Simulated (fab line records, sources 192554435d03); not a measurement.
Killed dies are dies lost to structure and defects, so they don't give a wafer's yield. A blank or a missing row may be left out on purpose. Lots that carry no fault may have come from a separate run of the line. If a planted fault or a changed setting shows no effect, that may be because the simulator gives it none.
Matching of chambers / flow n5 finfet / N5_BEOL_M0_CUTY_DESCUM_61 on rie diel-01: 4 sister chambers
The step chemistry O2, time 7.9 s. 14 wafers are shown with their chamber, then 7 later ones without.

WAFERS, EACH WITH ITS CHAMBER
wafer=L074.3; chamber=0; showerhead plenum p Torr (Torr)=2.15; oes product au (a.u.)=0.88; throttle valve pct (%)=20.39
wafer=L074.4; chamber=1; showerhead plenum p Torr (Torr)=2.12; oes product au (a.u.)=0.86; throttle valve pct (%)=20.45
wafer=L074.5; chamber=3; showerhead plenum p Torr (Torr)=2.17; oes product au (a.u.)=0.70; throttle valve pct (%)=20.68
wafer=L077.4; chamber=0; showerhead plenum p Torr (Torr)=2.15; oes product au (a.u.)=0.88; throttle valve pct (%)=20.41
wafer=L077.5; chamber=1; showerhead plenum p Torr (Torr)=2.12; oes product au (a.u.)=0.85; throttle valve pct (%)=20.45
wafer=L077.6; chamber=2; showerhead plenum p Torr (Torr)=2.16; oes product au (a.u.)=0.95; throttle valve pct (%)=20.32
wafer=L078.2; chamber=0; showerhead plenum p Torr (Torr)=2.15; oes product au (a.u.)=0.87; throttle valve pct (%)=20.42
wafer=L078.3; chamber=3; showerhead plenum p Torr (Torr)=2.17; oes product au (a.u.)=0.70; throttle valve pct (%)=20.67
wafer=L078.6; chamber=2; showerhead plenum p Torr (Torr)=2.16; oes product au (a.u.)=0.95; throttle valve pct (%)=20.31
wafer=L079.2; chamber=0; showerhead plenum p Torr (Torr)=2.15; oes product au (a.u.)=0.87; throttle valve pct (%)=20.39
wafer=L079.3; chamber=1; showerhead plenum p Torr (Torr)=2.12; oes product au (a.u.)=0.86; throttle valve pct (%)=20.46
wafer=L079.4; chamber=3; showerhead plenum p Torr (Torr)=2.17; oes product au (a.u.)=0.70; throttle valve pct (%)=20.69
wafer=L084.2; chamber=3; showerhead plenum p Torr (Torr)=2.16; oes product au (a.u.)=0.68; throttle valve pct (%)=20.70
wafer=L084.4; chamber=1; showerhead plenum p Torr (Torr)=2.12; oes product au (a.u.)=0.83; throttle valve pct (%)=20.48

SIGNATURES (means of the wafers above)
reading=showerhead plenum p Torr; chamber 0=2.1500; chamber 1=2.1200; chamber 2=2.1600; chamber 3=2.1675; scatter within a chamber=0.00274
reading=oes product au; chamber 0=0.8750; chamber 1=0.8500; chamber 2=0.9500; chamber 3=0.6950; scatter within a chamber=0.01
reading=throttle valve pct; chamber 0=20.4025; chamber 1=20.4600; chamber 2=20.3150; chamber 3=20.6850; scatter within a chamber=0.0135
Rule: a wafer lies at a distance from a chamber equal to the root of the sum of squares, over the readings, of (its reading less the chamber's mean, divided by the reading's scatter). If the next closest chamber is less than 2 further off than the closest, the wafer can't be placed; otherwise it belongs to the closest. How the scatter is found: for the shown wafers, subtract from each reading the mean of its chamber, square and add these, divide the total by (wafers less chambers), then take the root.

WAFERS MISSING THEIR CHAMBER
wafer=L084.6; showerhead plenum p Torr (Torr)=2.16; oes product au (a.u.)=0.68; throttle valve pct (%)=20.71
wafer=L087.1; showerhead plenum p Torr (Torr)=2.16; oes product au (a.u.)=0.68; throttle valve pct (%)=20.71
wafer=L087.2; showerhead plenum p Torr (Torr)=2.12; oes product au (a.u.)=0.84; throttle valve pct (%)=20.50
wafer=L087.3; showerhead plenum p Torr (Torr)=2.16; oes product au (a.u.)=0.90; throttle valve pct (%)=20.34
wafer=L091.1; showerhead plenum p Torr (Torr)=2.16; oes product au (a.u.)=0.67; throttle valve pct (%)=20.72
wafer=L091.3; showerhead plenum p Torr (Torr)=2.11; oes product au (a.u.)=0.83; throttle valve pct (%)=20.49
wafer=L091.6; showerhead plenum p Torr (Torr)=2.11; oes product au (a.u.)=0.83; throttle valve pct (%)=20.50

WHICH CHAMBER EACH ONE RAN IN
wafer=L084.6; from the rows above=3; in truth=3
wafer=L087.1; from the rows above=3; in truth=3
wafer=L087.2; from the rows above=1; in truth=1
wafer=L087.3; from the rows above=can't be placed: 2 or 0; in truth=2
wafer=L091.1; from the rows above=3; in truth=3
wafer=L091.3; from the rows above=1; in truth=1
wafer=L091.6; from the rows above=1; in truth=1
Correctly placed: 6 of 7. Not placeable from these rows: 1 (in 1, the candidates include the true chamber). 0 placed wrongly.
